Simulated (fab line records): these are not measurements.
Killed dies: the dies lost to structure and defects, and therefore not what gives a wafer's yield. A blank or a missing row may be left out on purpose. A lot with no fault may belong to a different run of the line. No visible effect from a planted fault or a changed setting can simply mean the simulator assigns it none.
Split-lot trial    flow n5 finfet    21 wafers read across 7 lots, on a route 1938 steps long

ON THE SPLIT
At N5_BEOL_M14_EXPOSE_07 (exposes mask V13), the setting dose mj was moved away from the recipe's 57 on 7 of the 21 wafers read, by -6.9% to +7.4%. The other wafers ran this setting at the recipe's value.

FROM THE SPLIT TO THE READING: what the file shows between them, 11 steps
- N5_BEOL_M14_PEB_08: peb time 90 s
- N5_BEOL_M14_DEVELOP_09: develop time 45 s
- N5_BEOL_M14_HARDBAKE_14: time 120 s
- N5_BEOL_M14_CD_MEAS_10: target cd 250 nm
- N5_BEOL_M14_DESCUM_15: chemistry O2, time 7.9 s
- N5_BEOL_M14_ETCH_59: etches BARC in N2/H2, target depth 89 nm, overetch 26.7 nm, time 67.9 s
- N5_BEOL_M14_VIA_ETCH_16: etches SiO2 in C4F8/O2/Ar, target depth 1231.3 nm
- N5_BEOL_M14_STRIP_63: strips in O2
- N5_BEOL_M14_STRIP_64: strips in O2
- N5_BEOL_M14_STRIP_71: strips in post etch residue remover, time 60 s
- N5_BEOL_M14_SRD_72: time 30 s, dry time 30 s

THE READING
cd nm, in nm, at N5_BEOL_M14_CD_MEAS_17 (target cd 250 nm). A value of 250.0 nm with a standard deviation of 2.5 nm is what fault-free wafers of this fab line usually give.

wafer   tool, chamber at the split  dose mj as run  against the recipe  cd nm, nm  against lot-mates on the recipe
L078.1  krf scanner-01, 0           57              recipe              247.4      -
L078.3  krf scanner-01, 0           57              recipe              247.9      -
L078.4  krf scanner-01, 0           60.65           +6.4%               259.0      +11.3
L081.1  krf scanner-01, 0           53.06           -6.9%               238.5      -7.0
L081.2  krf scanner-01, 0           57              recipe              245.5      -
L081.6  krf scanner-01, 0           53.06           -6.9%               237.3      -8.2
L083.1  krf scanner-02, 0           55.22           -3.1%               247.9      -0.7
L083.2  krf scanner-02, 0           57              recipe              248.6      -
L083.6  krf scanner-02, 0           55.22           -3.1%               245.5      -3.1
L084.1  krf scanner-02, 0           57              recipe              248.2      -
L084.5  krf scanner-02, 0           57              recipe              249.6      -
L084.6  krf scanner-02, 0           57              recipe              248.7      -
L086.2  krf scanner-01, 0           57              recipe              249.8      -
L086.4  krf scanner-01, 0           61.24           +7.4%               263.4      +13.6
L086.6  krf scanner-01, 0           61.24           +7.4%               261.0      +11.2
L087.1  krf scanner-02, 0           57              recipe              248.9      -
L087.3  krf scanner-02, 0           57              recipe              248.2      -
L087.5  krf scanner-02, 0           57              recipe              246.6      -
L091.1  krf scanner-02, 0           57              recipe              248.5      -
L091.2  krf scanner-02, 0           57              recipe              249.2      -
L091.5  krf scanner-02, 0           57              recipe              244.5      -

THE FIT
A straight line over all 21 wafers: cd nm changes by +1.61 nm for each +1% of dose mj; r = +0.95; the points scatter about the line by 1.9 nm.
The same after taking each lot's own level away (the mean of its wafers on the recipe; 21 wafers): +1.4 nm for each +1%; r = +0.96; scatter 1.6 nm.
The reading moves by 10 nm for the largest change in dose mj, on that fit.
Across the lots, their own levels run from 245.50 to 249.80 nm, a range of 1.7 times the standard deviation given above.
So the slope is not independent of the lot-to-lot level: the two fits are not the same.
Check: with one of the wafers moved furthest among these (+7.4%) left out of the fit, the line predicts +10.3 nm for it against its lot-mates. Against them it came out at +13.6 nm.

THESE WAFERS: OTHER SPLITS
Note: prior to the reading, these wafers also went through further splits. Each is held against what the fit with the lots' levels taken away leaves over:
other split on the same wafers       wafers away from the commonest value  r with cd nm (lot level and that fit taken away)
N5_BEOL_M11_ILD_DEP_00 time s        11                                    +0.17
N5_BEOL_M11_TRENCH_ETCH_37 source w  9                                     +0.20
N5_BEOL_M14_ILD_DEP_00 time s        9                                     +0.09

THE WHOLE CHAIN: every reading that the file lists as answering this split, in the file's order
step                    what it does      reading  change (the file's fit)               r (the file's)
N5_BEOL_M14_CD_MEAS_10  target cd 250 nm  cd nm    +1.49 nm for each +1% of the setting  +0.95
N5_BEOL_M14_CD_MEAS_17  target cd 250 nm  cd nm    +1.45 nm for each +1% of the setting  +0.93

FILE'S OWN FIT
cd nm changes by +1.45 nm for each +1% of dose mj, r = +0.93.
